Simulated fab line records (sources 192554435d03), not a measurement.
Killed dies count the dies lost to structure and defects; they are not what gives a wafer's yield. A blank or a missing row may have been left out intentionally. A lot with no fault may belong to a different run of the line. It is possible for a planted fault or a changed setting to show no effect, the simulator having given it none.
fab line records	flow n5-finfet
[record] lots = 7	wafers = 39
route steps=1938 shown BEOL_M10@1470 PASS1_CAP@1874
start-h: hours from the record's first day to the start of the lot's first wafer shown	wait-h: hours since the lot's step before	" repeats the value in the row above	L1.1+2: a single row standing in for several wafers	- no value, or no start given	* or withheld: withheld	< > ~ a bound
route shown NAME@n: NAME is a module with steps in the file, n the number in the route of the first one	usual: mean/standard deviation taken from wafers without a fault	same: alike in all rows	chamber/n: place in a boat	sites: per-site readings	_std_site: the standard deviation of these	_edge_site: mean of outer sites minus mean of inner sites	radius-mm: for every site, how far away it sits from the centre of the wafer	mask NAME#n: copy n	behind: the most recent tool/chamber to have shaped the wafer	hold: cause of the lot's hold/its duration in hours/its outcome	device: whichever transistor did not switch (one of n, p or np)	end of line: the same wafers' tests at the end of the route	where a step has no rows: the recipe by itself	killed: at the first sort, the dies lost to defects and structure; wafer yield is something else	map: dies across one wafer; x = killed, . = not, _ = none there
set.NAME: the setting the step ran with; set.NAME@STEP: the setting that earlier step ran with	model.NAME: the simulator's own value behind a step, which no gauge read
lots with deliberately changed settings; one table per step, one row per wafer
[[steps]]
[step N5_BEOL_M10_ILD_DEP_00]
[recipe] material = SiCOH_lowk	target-thk-a = 3085.1	temp-c = 300	precursor = DEMS/porogen	pressure-torr = 5	rf-w = 500	time-s = 58
lot.wafer	tool	chamber	start-h	wait-h	set.target-thk-a	model.SiCOH_lowk_of_BEOL_M10_ILD_DEP_00.thk-nm
L076.1	pecvd-01	2	233.77	0.0	3085.1	310.4
L076.2	"	1	"	"	4486	447.8
L076.3	"	0	"	"	4486	444.4
L076.4	"	2	"	"	4486	454.8
L076.5	"	1	"	"	3085.1	311.2
L076.6	"	0	"	"	3085.1	308.8
L081.2	pecvd-04	0	286.73	0.0	3085.1	308.2
L081.3	"	1	"	"	3085.1	305.6
L081.6	"	0	"	"	3085.1	308.8
L080.1	pecvd-03	1	286.90	0.0	3085.1	300.2
L080.2	"	2	"	"	3085.1	301.6
L080.3	"	0	"	"	3085.1	302.8
L080.4	"	2	"	"	3767	375
L080.5	"	0	"	"	3767	375.4
L080.6	"	1	"	"	3767	369.8
L084.1	pecvd-04	0	299.80	0.0	3085.1	304.2
L084.2	"	2	"	"	1547	155
L084.3	"	1	"	"	3085.1	308.6
L084.4	"	0	"	"	1547	157.8
L084.5	"	2	"	"	1547	153.8
L084.6	"	1	"	"	3085.1	312
L085.1	pecvd-01	0	311.45	0.0	3085.1	302.6
L085.2	"	2	"	"	3601	357.2
L085.3	"	1	"	"	3601	355
L085.4	"	1	"	"	3085.1	312.2
L085.5	"	2	"	"	3085.1	315.2
L085.6	"	0	"	"	3601	362.8
L095.1	pecvd-03	1	357.72	0.0	1462	144.2
L095.2	"	2	"	"	3085.1	303.8
L095.3	"	0	"	"	1462	145.2
L095.4	"	2	"	"	3085.1	312.8
L095.5	"	1	"	"	1462	147.2
L095.6	"	0	"	"	3085.1	313.2
L097.1	pecvd-04	0	379.64	0.0	3085.1	305
L097.2	"	2	"	"	3939	389.4
L097.3	"	1	"	"	3085.1	305.4
L097.4	"	0	"	"	3939	394
L097.5	"	2	"	"	3939	394.6
L097.6	"	1	"	"	3085.1	302.8
[step N5_BEOL_M10_CURE_71]
[recipe] temp-c = 385	time-s = 240	ambient = He/Ar	material = SiCOH_lowk
lot.wafer	tool	chamber	start-h	wait-h	set.target-thk-a@BEOL_M10_ILD_DEP_00	model.SiCOH_lowk_of_BEOL_M10_ILD_DEP_00.thk-nm
L076.1	uv-cure-01	0	234.06	0.3	3085.1	269.8
L076.2	"	0	"	"	4486	392
L076.3	"	0	"	"	4486	389
L076.4	"	0	"	"	4486	398.2
L076.5	"	0	"	"	3085.1	270.4
L076.6	"	0	"	"	3085.1	268.2
L081.2	uv-cure-01	0	286.89	0.1	3085.1	267.6
L081.3	"	0	"	"	3085.1	265.4
L081.6	"	0	"	"	3085.1	268.2
L080.1	uv-cure-02	0	286.98	0.0	3085.1	260.6
L080.2	"	0	"	"	3085.1	261.8
L080.3	"	0	"	"	3085.1	263
L080.4	"	0	"	"	3767	327
L080.5	"	0	"	"	3767	327.4
L080.6	"	0	"	"	3767	322.4
L084.1	uv-cure-02	0	299.88	0.0	3085.1	264.2
L084.2	"	0	"	"	1547	133.4
L084.3	"	0	"	"	3085.1	268
L084.4	"	0	"	"	1547	135.8
L084.5	"	0	"	"	1547	132.4
L084.6	"	0	"	"	3085.1	271.2
L085.1	uv-cure-03	0	312.00	0.5	3085.1	262.8
L085.2	"	0	"	"	3601	311.2
L085.3	"	0	"	"	3601	309.2
L085.4	"	0	"	"	3085.1	271.2
L085.5	"	0	"	"	3085.1	273.8
L085.6	"	0	"	"	3601	316.2
L095.1	uv-cure-03	0	357.85	0.1	1462	124
L095.2	"	0	"	"	3085.1	263.8
L095.3	"	0	"	"	1462	125
L095.4	"	0	"	"	3085.1	271.8
L095.5	"	0	"	"	1462	126.6
L095.6	"	0	"	"	3085.1	272.2
L097.1	uv-cure-01	1	379.72	0.0	3085.1	264.8
L097.2	"	1	"	"	3939	339.8
L097.3	"	1	"	"	3085.1	265.2
L097.4	"	1	"	"	3939	343.8
L097.5	"	1	"	"	3939	344.6
L097.6	"	1	"	"	3085.1	263
[step N5_BEOL_M10_THK_MEAS_01]
[recipe] reads = SiCOH_lowk_of_BEOL_M10_ILD_DEP_00
[usual] M10_ILD_THK = 268/3.4
lot.wafer	tool	chamber	start-h	wait-h	set.target-thk-a@BEOL_M10_ILD_DEP_00	M10_ILD_THK[nm]
L076.1	film-metro-01	-	235.05	0.8	3085.1	270
L076.2	"	-	"	"	4486	392
L076.3	"	-	"	"	4486	389
L076.4	"	-	"	"	4486	398
L076.5	"	-	"	"	3085.1	271
L076.6	"	-	"	"	3085.1	268
L081.2	film-metro-02	-	287.32	0.4	3085.1	268
L081.3	"	-	"	"	3085.1	265
L081.6	"	-	"	"	3085.1	268
L080.1	film-metro-01	-	287.49	0.4	3085.1	261
L080.2	"	-	"	"	3085.1	262
L080.3	"	-	"	"	3085.1	263
L080.4	"	-	"	"	3767	327
L080.5	"	-	"	"	3767	327
L080.6	"	-	"	"	3767	322
L084.1	film-metro-02	-	300.39	0.4	3085.1	264
L084.2	"	-	"	"	1547	133
L084.3	"	-	"	"	3085.1	268
L084.4	"	-	"	"	1547	136
L084.5	"	-	"	"	1547	133
L084.6	"	-	"	"	3085.1	271
L085.1	film-metro-02	-	312.52	0.4	3085.1	263
L085.2	"	-	"	"	3601	311
L085.3	"	-	"	"	3601	309
L085.4	"	-	"	"	3085.1	271
L085.5	"	-	"	"	3085.1	274
L085.6	"	-	"	"	3601	316
L095.1	film-metro-02	-	358.36	0.4	1462	124
L095.2	"	-	"	"	3085.1	264
L095.3	"	-	"	"	1462	125
L095.4	"	-	"	"	3085.1	272
L095.5	"	-	"	"	1462	127
L095.6	"	-	"	"	3085.1	272
L097.1	film-metro-02	-	380.24	0.4	3085.1	265
L097.2	"	-	"	"	3939	340
L097.3	"	-	"	"	3085.1	265
L097.4	"	-	"	"	3939	344
L097.5	"	-	"	"	3939	344
L097.6	"	-	"	"	3085.1	263
[step N5_PASSIVATION_PECVD_01]
[recipe] material = SiNx	target-thk-a = 2000	temp-c = 400	precursor = SiH4/NH3/N2	pressure-torr = 4.9	rf-w = 1406	time-s = 43.2
lot.wafer	tool	chamber	start-h	wait-h	set.time-s	model.SiNx_of_PASSIVATION_PECVD_01.thk-nm
L076.1	pecvd-04	2	283.70	0.0	59.76	270.6
L076.2	"	0	"	"	43.2	196.6
L076.3	"	1	"	"	43.2	195.6
L076.4	"	1	"	"	59.76	278.6
L076.5	"	0	"	"	43.2	200.2
L076.6	"	2	"	"	59.76	278.8
L080.1	pecvd-01	0	337.47	0.0	34.33	156.4
L080.2	"	1	"	"	34.33	156.6
L080.3	"	0	"	"	43.2	198.6
L080.4	"	1	"	"	43.2	199
L080.5	"	0	"	"	34.33	158.4
L080.6	"	1	"	"	43.2	199.4
L081.2	pecvd-01	1	337.94	0.0	43.2	200.8
L081.3	"	0	"	"	43.2	196.6
L081.6	"	1	"	"	43.2	201
L084.1+3	pecvd-04	0,2	346.83	0.0	43.2	198
L084.2	"	1	"	"	43.2	200.2
L084.4	"	2	"	"	43.2	201
L084.5	"	0	"	"	43.2	202.2
L084.6	"	1	"	"	43.2	200.4
L085.1	pecvd-03	1	359.14	0.0	43.2	193.8
L085.2	"	2	"	"	43.2	195.8
L085.3	"	0	"	"	43.2	199.2
L085.4+6	"	1,0	"	"	43.2	200.4
L085.5	"	2	"	"	43.2	198
L095.1+3	pecvd-01	0,2	403.64	0.0	43.2	198.4
L095.2	"	1	"	"	43.2	201.6
L095.4	"	1	"	"	65.77	309.4
L095.5	"	0	"	"	65.77	307.6
L095.6	"	2	"	"	65.77	307.4
L097.1	pecvd-04	0	432.45	0.0	43.2	201
L097.2	"	2	"	"	43.2	199
L097.3	"	1	"	"	43.2	196.6
L097.4	"	2	"	"	43.2	201.2
L097.5	"	1	"	"	43.2	202.2
L097.6	"	0	"	"	43.2	202
[[key]]
[split] step = N5_BEOL_M10_ILD_DEP_00	setting = target-thk-a	stated = 3085.1	by = wafer
[response] step = N5_BEOL_M10_ILD_DEP_00	reading = model.SiCOH_lowk_of_BEOL_M10_ILD_DEP_00.thk-nm	change = +3.1	per = 1%	r = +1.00
[response] step = N5_BEOL_M10_CURE_71	reading = model.SiCOH_lowk_of_BEOL_M10_ILD_DEP_00.thk-nm	change = +2.73	per = 1%	r = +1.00
[response] step = N5_BEOL_M10_THK_MEAS_01	reading = M10_ILD_THK	change = +2.73	per = 1%	r = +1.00
[split] step = N5_PASSIVATION_PECVD_01	setting = time-s	stated = 43.2	by = wafer
[response] step = N5_PASSIVATION_PECVD_01	reading = model.SiNx_of_PASSIVATION_PECVD_01.thk-nm	change = +2.07	per = 1%	r = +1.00
